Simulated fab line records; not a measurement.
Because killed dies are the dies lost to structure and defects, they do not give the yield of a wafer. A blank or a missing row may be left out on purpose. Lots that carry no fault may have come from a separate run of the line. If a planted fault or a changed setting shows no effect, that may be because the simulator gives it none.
Matching of chambers    flow n5Finfet    4 sister chambers for N5_BEOL_M0_SAQP_SPACER2_ALD_26 on aldSin-02
The step deposits SiO2, target thk 15 nm, pulse time 1 s, purge time 2 s. 8 wafers are shown with their chamber, then 7 later ones without.

== EACH WAFER AND ITS CHAMBER ==
wafer   chamber  heaterPowerOuterW (W)  heaterPowerW (W)
L879.2  1        298                    538
L883.1  0        250                    441
L887.1  3        235                    428
L887.5  3        241                    433
L892.5  2        221                    370
L892.6  0        239                    432
L896.2  1        299                    526
L896.3  2        222                    367

== WAFERS WITH NO CHAMBER GIVEN ==
wafer   heaterPowerOuterW (W)  heaterPowerW (W)
L896.4  248                    438
L901.1  241                    454
L901.2  305                    537
L901.6  236                    445
L898.1  297                    546
L898.2  229                    367
L898.6  301                    537

== THE CHAMBER EACH PASSED THROUGH ==
wafer   from the rows above      in truth
L896.4  can't be placed: 0 or 3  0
L901.1  can't be placed: 0 or 3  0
L901.2  1                        1
L901.6  can't be placed: 0 or 3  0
L898.1  1                        1
L898.2  2                        2
L898.6  1                        1
Placed correctly: 4 of 7. Can't be placed from these rows: 3 (the true chamber is among the candidates in 3). Number placed wrongly: 0.
How it was worked out, from the rows above alone: a wafer's distance from a chamber is the root of the sum, over the readings, of the square of ((its reading less the chamber's mean) divided by the reading's scatter). The wafer belongs to the nearest chamber; if the next one is less than 2 further off, it can't be placed. A chamber's mean is the mean of its shown wafers. How the scatter is found: for the shown wafers, subtract from each reading the mean of its chamber, square and add these, divide the total by (wafers less chambers), then take the root.
